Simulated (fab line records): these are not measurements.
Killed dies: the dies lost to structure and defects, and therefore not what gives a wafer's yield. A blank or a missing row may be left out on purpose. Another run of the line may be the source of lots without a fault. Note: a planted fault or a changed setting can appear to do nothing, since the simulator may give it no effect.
Chamber matching	flow nand_harc	NHARC_P_ZERO_WELL_DESCUM_26 on rie_diel-07 has 4 sister chambers
The step chemistry O2, time 3 s. 4 wafers are shown with their chamber, then 7 later ones without.

## EACH WAFER AND ITS CHAMBER
wafer	chamber	showerhead_plenum_p_Torr (Torr)
L074.1	1	2.06
L085.2	2	1.96
L089.1	3	1.92
L089.4	0	1.94

## WAFERS WITHOUT THEIR CHAMBER
wafer	showerhead_plenum_p_Torr (Torr)
L089.6	2.05
L095.1	1.96
L095.2	1.94
L095.6	1.96
L096.4	1.96
L096.5	2.05
L096.6	1.96

## THE CHAMBER EACH PASSED THROUGH
wafer	from the rows above	in truth
L089.6	1	1
L095.1	2	2
L095.2	0	0
L095.6	2	2
L096.4	2	2
L096.5	1	1
L096.6	2	2
Correct placement for 7 of the 7. Not placeable from these rows: 0. 0 placed wrongly.
How it was worked out, from the rows above alone: a wafer's distance from a chamber is the root of the sum, over the readings, of the square of ((its reading less the chamber's mean) divided by the reading's scatter). If the next closest chamber is less than 2 further off than the closest, the wafer can't be placed; otherwise it belongs to the closest. For every chamber, the mean is computed from those of its wafers that are shown. The scatter (one wafer shown for each chamber): square how far every hidden wafer sits from the nearest shown wafer, average those squares and take the square root.
